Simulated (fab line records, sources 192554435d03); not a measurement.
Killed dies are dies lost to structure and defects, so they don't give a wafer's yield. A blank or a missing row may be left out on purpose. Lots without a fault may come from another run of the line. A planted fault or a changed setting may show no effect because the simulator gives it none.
Chamber matching | flow n5_finfet | N5_FIN_SAQP_ETCH_64 on rie_si-04: 4 sister chambers
The step etches SiO2 in CF4, target depth 1.5 nm. 8 wafers are shown with their chamber, then 7 later ones without.

WAFERS WITH THEIR CHAMBER
wafer  | chamber | throttle_valve_pct (%) | drypump_motor_current_A (A)
L076.3 | 2       | 21.29                  | 6.0
L076.5 | 3       | 21.91                  | 4.9
L081.4 | 3       | 21.92                  | 4.8
L087.3 | 0       | 21.55                  | 6.4
L087.4 | 1       | 21.85                  | 4.9
L087.5 | 0       | 21.55                  | 6.4
L094.3 | 2       | 21.29                  | 6.0
L094.4 | 1       | 21.82                  | 4.9

WAFERS WITHOUT THEIR CHAMBER
wafer  | throttle_valve_pct (%) | drypump_motor_current_A (A)
L094.5 | 21.54                  | 6.4
L095.1 | 21.91                  | 4.9
L095.3 | 21.27                  | 6.0
L095.4 | 21.27                  | 6.0
L096.1 | 21.56                  | 6.4
L096.3 | 21.29                  | 6.0
L096.4 | 21.91                  | 4.9

WHICH CHAMBER EACH WENT THROUGH
wafer  | from the rows above | in truth
L094.5 | 0                   | 0
L095.1 | 3                   | 3
L095.3 | 2                   | 2
L095.4 | 2                   | 2
L096.1 | 0                   | 0
L096.3 | 2                   | 2
L096.4 | 3                   | 3
Placed correctly: 7 of 7. Can't be placed from these rows: 0. Placed wrongly: 0.
How it was worked out, from the rows above alone: a wafer's distance from a chamber is the root of the sum, over the readings, of the square of ((its reading less the chamber's mean) divided by the reading's scatter). The wafer belongs to the nearest chamber; if the next one is less than 2 further off, it can't be placed. A chamber's mean is the mean of its shown wafers. The scatter: the root of (the sum of the squares of (reading less its chamber's mean) over the shown wafers, divided by (wafers less chambers)).
